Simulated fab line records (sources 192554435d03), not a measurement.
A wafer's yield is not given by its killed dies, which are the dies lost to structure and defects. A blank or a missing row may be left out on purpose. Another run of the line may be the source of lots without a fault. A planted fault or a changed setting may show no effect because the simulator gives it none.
Which tool did it? | flow n5 finfet | 24 lots, 72 wafers sampled, at 5 steps of a route of 1938

## WHAT THE GAUGES SHOWED, per wafer
N5_BEOL_M8_THK_MEAS_01.
lot  | measured     | on            | M8_ILD_THK (nm)
L074 | day 9 02:39  | film metro-02 | 153.9 152.2 154.0
L075 | day 9 08:32  | film metro-02 | 153.5 154.7 152.1
L076 | day 9 08:20  | film metro-01 | 155.5 154.6 155.4
L077 | day 9 16:10  | film metro-01 | 152.6 155.3 155.3
L078 | day 10 01:37 | film metro-01 | 153.1 154.5 154.5
L080 | day 10 08:35 | film metro-02 | 155.8 154.7 157.4
L079 | day 10 08:54 | film metro-02 | 152.9 154.9 158.3
L081 | day 10 20:10 | film metro-01 | 155.1 157.8 157.5
L082 | day 11 04:47 | film metro-02 | 155.5 156.4 157.3
L083 | day 11 08:18 | film metro-01 | 155.2 156.3 156.9
L084 | day 11 08:32 | film metro-02 | 157.2 156.9 158.6
L085 | day 12 05:44 | film metro-02 | 152.9 155.3 155.4
L087 | day 12 14:29 | film metro-01 | 151.6 155.8 154.5
L089 | day 12 15:29 | film metro-01 | 153.7 155.2 154.8
L086 | day 12 16:01 | film metro-02 | 153.0 154.7 153.2
L088 | day 13 14:32 | film metro-02 | 155.1 155.5 158.4
L090 | day 13 17:48 | film metro-01 | 153.1 155.0 155.2
L092 | day 13 21:59 | film metro-01 | 156.1 157.9 158.7
L091 | day 13 22:16 | film metro-01 | 156.3 157.3 157.2
L093 | day 14 20:18 | film metro-02 | 154.5 155.3 157.5
L094 | day 15 01:19 | film metro-01 | 153.2 156.5 156.6
L097 | day 15 02:41 | film metro-01 | 154.6 154.0 152.9
L095 | day 15 04:11 | film metro-02 | 154.3 155.7 156.1
L096 | day 15 07:26 | film metro-02 | 153.5 157.5 156.6

N5_BEOL_M8_CD_MEAS_28 targets a cd of 40 nm.
lot  | measured     | on        | cd nm (nm)
L074 | day 9 04:28  | cd sem-02 | 40.11 40.51 40.07
L075 | day 9 13:01  | cd sem-03 | 40.15 39.73 40.22
L076 | day 9 12:56  | cd sem-03 | 40.61 40.30 40.13
L077 | day 9 18:14  | cd sem-03 | 40.41 40.20 40.46
L078 | day 10 03:47 | cd sem-03 | 39.80 39.88 40.11
L080 | day 10 15:07 | cd sem-02 | 40.27 39.99 40.11
L079 | day 10 14:56 | cd sem-02 | 40.11 39.60 40.02
L081 | day 11 01:17 | cd sem-02 | 40.10 40.18 40.18
L082 | day 11 11:53 | cd sem-02 | 39.62 40.18 39.98
L083 | day 11 12:08 | cd sem-02 | 40.14 40.13 40.01
L084 | day 11 13:37 | cd sem-03 | 40.26 40.17 39.65
L085 | day 12 10:32 | cd sem-03 | 39.96 40.44 40.03
L087 | day 12 17:08 | cd sem-02 | 39.92 40.25 40.08
L089 | day 12 21:15 | cd sem-02 | 40.26 40.20 40.14
L086 | day 12 21:25 | cd sem-02 | 40.12 40.15 39.64
L088 | day 13 18:00 | cd sem-03 | 40.14 40.10 40.22
L090 | day 13 23:38 | cd sem-01 | 39.97 40.10 40.09
L092 | day 14 03:39 | cd sem-02 | 40.28 40.20 40.29
L091 | day 14 03:29 | cd sem-01 | 40.17 40.02 39.82
L093 | day 14 22:56 | cd sem-02 | 39.59 39.49 39.77
L094 | day 15 03:04 | cd sem-03 | 39.70 39.83 40.01
L097 | day 15 07:49 | cd sem-03 | 39.81 39.84 39.50
L095 | day 15 07:59 | cd sem-01 | 40.19 40.18 39.73
L096 | day 15 10:26 | cd sem-02 | 40.07 39.68 40.07

## EACH LOT AND THE TOOL THAT RAN IT (in order: tool; ch and the chambers of the sampled wafers; start)
lot  | N5_BEOL_M7_PRE_CLEAN_45      | N5_BEOL_M7_CMP_52             | N5_BEOL_M8_ETCH_61
L074 | pvd sputter-01, day 8 23:33  | cmp-03 ch 1,3, day 9 01:09    | rie diel-05 ch 1,2, day 9 03:36
L075 | pvd sputter-01, day 9 05:50  | cmp-03 ch 0,1,2, day 9 06:59  | rie diel-05 ch 0,1,2, day 9 09:55
L076 | pvd sputter-01, day 9 06:00  | cmp-01 ch 0,1,2, day 9 07:16  | rie diel-03 ch 0,1,3, day 9 09:46
L077 | pvd sputter-01, day 9 13:43  | cmp-01 ch 0,3, day 9 15:06    | rie diel-03 ch 1,2,3, day 9 17:10
L078 | pvd sputter-01, day 9 21:58  | cmp-03 ch 0,2, day 10 00:34   | rie diel-04 ch 0,1,2, day 10 02:49
L080 | pvd sputter-02, day 10 05:24 | cmp-01 ch 0,1,3, day 10 07:34 | rie diel-04 ch 1,2,3, day 10 12:55
L079 | pvd sputter-01, day 10 06:38 | cmp-01 ch 1,3, day 10 07:50   | rie diel-05 ch 1,3, day 10 13:07
L081 | pvd sputter-02, day 10 16:14 | cmp-03 ch 1,2,3, day 10 19:08 | rie diel-05 ch 1,3, day 10 22:51
L082 | pvd sputter-02, day 10 23:02 | cmp-03 ch 1,2,3, day 11 02:19 | rie diel-04 ch 0,2,3, day 11 07:29
L083 | pvd sputter-02, day 11 02:58 | cmp-03 ch 2,3, day 11 07:14   | rie diel-04 ch 0,2, day 11 10:35
L084 | pvd sputter-01, day 11 06:02 | cmp-03 ch 1,2,3, day 11 07:32 | rie diel-04 ch 2,3, day 11 12:43
L085 | pvd sputter-01, day 12 02:26 | cmp-01 ch 0,1,2, day 12 04:29 | rie diel-03 ch 2,3, day 12 08:11
L087 | pvd sputter-01, day 12 11:36 | cmp-03 ch 1,2, day 12 12:49   | rie diel-04 ch 0,1,3, day 12 15:38
L089 | pvd sputter-02, day 12 12:10 | cmp-01 ch 0,1,2, day 12 14:23 | rie diel-04 ch 1,3, day 12 18:52
L086 | pvd sputter-03, day 12 13:50 | cmp-01 ch 0,1,3, day 12 14:56 | rie diel-05 ch 0,2, day 12 19:03
L088 | pvd sputter-03, day 13 11:13 | cmp-03 ch 0,2, day 13 13:28   | rie diel-04 ch 0,3, day 13 15:51
L090 | pvd sputter-02, day 13 15:34 | cmp-03 ch 0,3, day 13 16:44   | rie diel-03 ch 0,3, day 13 19:49
L092 | pvd sputter-03, day 13 19:47 | cmp-02 ch 0,1,2, day 13 20:58 | rie diel-03 ch 0,1, day 14 01:16
L091 | pvd sputter-01, day 13 19:55 | cmp-01 ch 1,2,3, day 13 21:11 | rie diel-04 ch 1,2,3, day 14 01:26
L093 | pvd sputter-02, day 14 17:52 | cmp-02 ch 0,3, day 14 19:14   | rie diel-04 ch 1,2, day 14 22:09
L094 | pvd sputter-02, day 14 22:28 | cmp-02 ch 0,2, day 15 00:11   | rie diel-04 ch 1,2,3, day 15 02:02
L097 | pvd sputter-01, day 14 23:55 | cmp-01 ch 1,2,3, day 15 01:40 | rie diel-03 ch 1,2,3, day 15 04:49
L095 | pvd sputter-03, day 15 01:19 | cmp-01 ch 0,1, day 15 03:10   | rie diel-05 ch 0,2,3, day 15 05:21
L096 | pvd sputter-03, day 15 04:52 | cmp-03 ch 0,1,3, day 15 06:25 | rie diel-04 ch 0,1,3, day 15 09:20
- N5_BEOL_M7_PRE_CLEAN_45: time 30 s.
- N5_BEOL_M7_CMP_52: polishes, stops on SiCOH lowk, t overpolish 6.9 s, target thk 80 nm.
- N5_BEOL_M8_ETCH_61: etches SiARC in CF4, target depth 45.5 nm, time 75.8 s.

## AS READ BY THE TOOLS THEMSELVES (means over the sampled wafers that have a number; for cases with no such wafer, the mark the record gives instead)
N5_BEOL_M7_PRE_CLEAN_45.
lot  | tool           | heater power w (W)
L074 | pvd sputter-01 | 332
L075 | pvd sputter-01 | 336
L076 | pvd sputter-01 | 315
L077 | pvd sputter-01 | 348
L078 | pvd sputter-01 | 328
L080 | pvd sputter-02 | 319
L079 | pvd sputter-01 | 321
L081 | pvd sputter-02 | 322
L082 | pvd sputter-02 | 313
L083 | pvd sputter-02 | 321
L084 | pvd sputter-01 | 326
L085 | pvd sputter-01 | 335
L087 | pvd sputter-01 | 335
L089 | pvd sputter-02 | 308
L086 | pvd sputter-03 | 350
L088 | pvd sputter-03 | 365
L090 | pvd sputter-02 | 336
L092 | pvd sputter-03 | 355
L091 | pvd sputter-01 | 329
L093 | pvd sputter-02 | 302
L094 | pvd sputter-02 | 306
L097 | pvd sputter-01 | 328
L095 | pvd sputter-03 | 361
L096 | pvd sputter-03 | 381

N5_BEOL_M7_CMP_52.
lot  | tool   | barrier field endpoint s (s) | edge zone pressure frac | motor current A (A) | overpolish run s (s) | time to endpoint s (s)
L074 | cmp-03 | 28.5                         | 1.000                   | 6.2                 | 6.903                | 63
L075 | cmp-03 | 29.3                         | 1.001                   | 6.4                 | 6.903                | 63
L076 | cmp-01 | 28.9                         | 1.003                   | 5.5                 | 6.897                | 64
L077 | cmp-01 | 29.1                         | 1.002                   | 5.9                 | 6.898                | 65
L078 | cmp-03 | 29.2                         | 0.996                   | 6.0                 | 6.897                | 62
L080 | cmp-01 | 29.5                         | 1.002                   | 5.7                 | 6.885                | 63
L079 | cmp-01 | 29.7                         | 1.000                   | 5.6                 | 6.904                | 65
L081 | cmp-03 | 28.7                         | 0.997                   | 5.7                 | 6.900                | 63
L082 | cmp-03 | 29.5                         | 0.997                   | 6.0                 | 6.904                | 63
L083 | cmp-03 | 28.8                         | 0.997                   | 5.8                 | 6.904                | 62
L084 | cmp-03 | 28.8                         | 0.999                   | 5.8                 | 6.904                | 64
L085 | cmp-01 | 28.9                         | 1.005                   | 5.7                 | 6.908                | 68
L087 | cmp-03 | 29.7                         | 0.996                   | 6.0                 | 6.912                | 66
L089 | cmp-01 | 29.9                         | 1.003                   | 5.6                 | 6.901                | 65
L086 | cmp-01 | 29.4                         | 1.000                   | 5.6                 | 6.893                | 66
L088 | cmp-03 | 28.4                         | 0.996                   | 6.2                 | 6.901                | 65
L090 | cmp-03 | 29.2                         | 0.996                   | 6.1                 | 6.897                | 63
L092 | cmp-02 | 28.2                         | 1.002                   | 6.5                 | 6.904                | 62
L091 | cmp-01 | 28.6                         | 1.000                   | 5.6                 | 6.899                | 62
L093 | cmp-02 | 27.9                         | 1.001                   | 6.9                 | 6.901                | 59
L094 | cmp-02 | 29.0                         | 0.998                   | 7.1                 | 6.903                | 62
L097 | cmp-01 | 29.1                         | 1.001                   | 5.6                 | 6.905                | 66
L095 | cmp-01 | 30.1                         | 1.001                   | 5.5                 | 6.901                | 70
L096 | cmp-03 | 28.8                         | 1.001                   | 6.2                 | 6.897                | 61

N5_BEOL_M8_ETCH_61.
lot  | tool        | drypump motor current A (A) | etch rf on time s (s) | mfc ar sccm (sccm) | oes product au (a.u.) | rf vpp V (V) | showerhead plenum p Torr (Torr) | throttle valve pct (%)
L074 | rie diel-05 | 5.3                         | 76.9                  | 100.23             | 0.59                  | 184.2        | 2.10                            | 15.61
L075 | rie diel-05 | 5.6                         | 76.8                  | 99.89              | 0.59                  | 183.0        | 2.06                            | 15.64
L076 | rie diel-03 | 5.8                         | 74.0                  | 100.02             | 0.70                  | 183.9        | 2.11                            | 15.56
L077 | rie diel-03 | 6.0                         | 75.2                  | 100.07             | 0.69                  | 184.0        | 2.13                            | 15.69
L078 | rie diel-04 | 6.4                         | 75.7                  | 100.01             | 0.59                  | 184.3        | 2.16                            | 15.63
L080 | rie diel-04 | 6.1                         | 75.4                  | 100.03             | 0.62                  | 183.9        | 2.12                            | 15.61
L079 | rie diel-05 | 5.4                         | 77.7                  | 99.84              | 0.59                  | 184.4        | 2.14                            | 15.53
L081 | rie diel-05 | 5.4                         | 78.3                  | 99.99              | 0.59                  | 184.0        | 2.14                            | 15.52
L082 | rie diel-04 | 6.4                         | 77.2                  | 99.82              | 0.61                  | 183.9        | 2.12                            | 15.63
L083 | rie diel-04 | 6.5                         | 77.8                  | 99.92              | 0.58                  | 184.8        | 2.17                            | 15.65
L084 | rie diel-04 | 6.3                         | 75.5                  | 99.95              | 0.61                  | 184.2        | 2.09                            | 15.80
L085 | rie diel-03 | 5.8                         | 75.0                  | 100.13             | 0.81                  | 185.1        | 2.16                            | 15.66
L087 | rie diel-04 | 6.2                         | 76.9                  | 99.81              | 0.68                  | 185.1        | 2.15                            | 15.33
L089 | rie diel-04 | 6.1                         | 76.8                  | 100.10             | 0.70                  | 183.7        | 2.10                            | 15.31
L086 | rie diel-05 | 5.8                         | 72.4                  | 99.95              | 0.82                  | 185.7        | 2.27                            | 15.20
L088 | rie diel-04 | 6.2                         | 78.5                  | 99.90              | 0.61                  | 183.6        | 2.10                            | 15.49
L090 | rie diel-03 | 5.4                         | 75.8                  | 99.67              | 0.62                  | 182.9        | 2.11                            | 15.77
L092 | rie diel-03 | 6.2                         | 74.5                  | 99.91              | 0.66                  | 183.1        | 2.09                            | 15.52
L091 | rie diel-04 | 6.2                         | 75.7                  | 99.89              | 0.74                  | 183.8        | 2.11                            | 15.34
L093 | rie diel-04 | 6.2                         | 75.2                  | 100.26             | 0.78                  | 184.7        | 2.14                            | 15.22
L094 | rie diel-04 | 6.2                         | 75.9                  | 99.79              | 0.72                  | 183.9        | 2.10                            | 15.36
L097 | rie diel-03 | 6.0                         | 75.3                  | 100.02             | 0.72                  | 184.1        | 2.12                            | 15.62
L095 | rie diel-05 | 5.9                         | 74.0                  | 100.19             | 0.77                  | 185.2        | 2.24                            | 15.21
L096 | rie diel-04 | 6.2                         | 75.7                  | 100.03             | 0.73                  | 184.3        | 2.14                            | 15.22

## THE ANSWER, worked out from the rows above alone
Rule: usual is defined by the lots themselves. The widest of any qualifying gaps counts: lots, ordered by their means at a reading, are off when they make up no more than a third of the lots, leave a main group of 4 or more, and stand apart from it by 3 or more times the standard deviation of that group's means. Not used: any main group whose means are identical at the precision the tables above print for the reading. Also off: a lot with no number at a reading for which 4 or more lots have one. All remaining lots with rows at the step are treated as sound. The gauges are gone through in route order, then the tools' own readings, and for those a lot's mean is taken as printed above. The first step at which some lot is off is used, and at that step the reading that is off furthest; a lot without a number counts as furthest.
No lot is off on any of the readings shown, so nothing can be concluded from this.

## WHAT THE SIMULATOR PUT IN
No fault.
